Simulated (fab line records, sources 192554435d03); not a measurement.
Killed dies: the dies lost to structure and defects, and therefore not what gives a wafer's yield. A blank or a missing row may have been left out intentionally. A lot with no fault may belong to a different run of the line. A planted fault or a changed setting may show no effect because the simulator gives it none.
Matching of chambers	flow n5 finfet	4 sister chambers for N5_BEOL_M2_ETCHBACK_99 on rie diel-04
The step etches SiO2 in CHF3, target depth 5 nm, time 10.4 s. 4 wafers are shown with their chamber, then 9 later ones without.

## WAFERS PAIRED WITH THEIR CHAMBERS
wafer	chamber	drypump motor current A (A)
L086.5	0	5.3
L089.3	2	6.1
L089.4	1	5.0
L089.6	3	6.0

## WAFERS WITHOUT THEIR CHAMBER
wafer	drypump motor current A (A)
L091.2	6.1
L091.3	5.1
L091.4	5.3
L092.2	6.0
L092.4	5.0
L092.5	6.0
L095.1	6.0
L095.3	5.3
L095.6	5.3

## CHAMBER TAKEN BY EACH
wafer	from the rows above	in truth
L091.2	2	2
L091.3	1	1
L091.4	0	0
L092.2	3	3
L092.4	1	1
L092.5	3	3
L095.1	3	3
L095.3	0	0
L095.6	0	0
Correctly placed: 9 of 9. From these rows, 0 cannot be placed. Number placed wrongly: 0.
How it was worked out, from the rows above alone: a wafer's distance from a chamber is the root of the sum, over the readings, of the square of ((its reading less the chamber's mean) divided by the reading's scatter). If the next closest chamber is less than 2 further off than the closest, the wafer can't be placed; otherwise it belongs to the closest. Each chamber's mean is taken over the wafers shown for it. The scatter (one wafer shown for each chamber): square how far every hidden wafer sits from the nearest shown wafer, average those squares and take the square root.
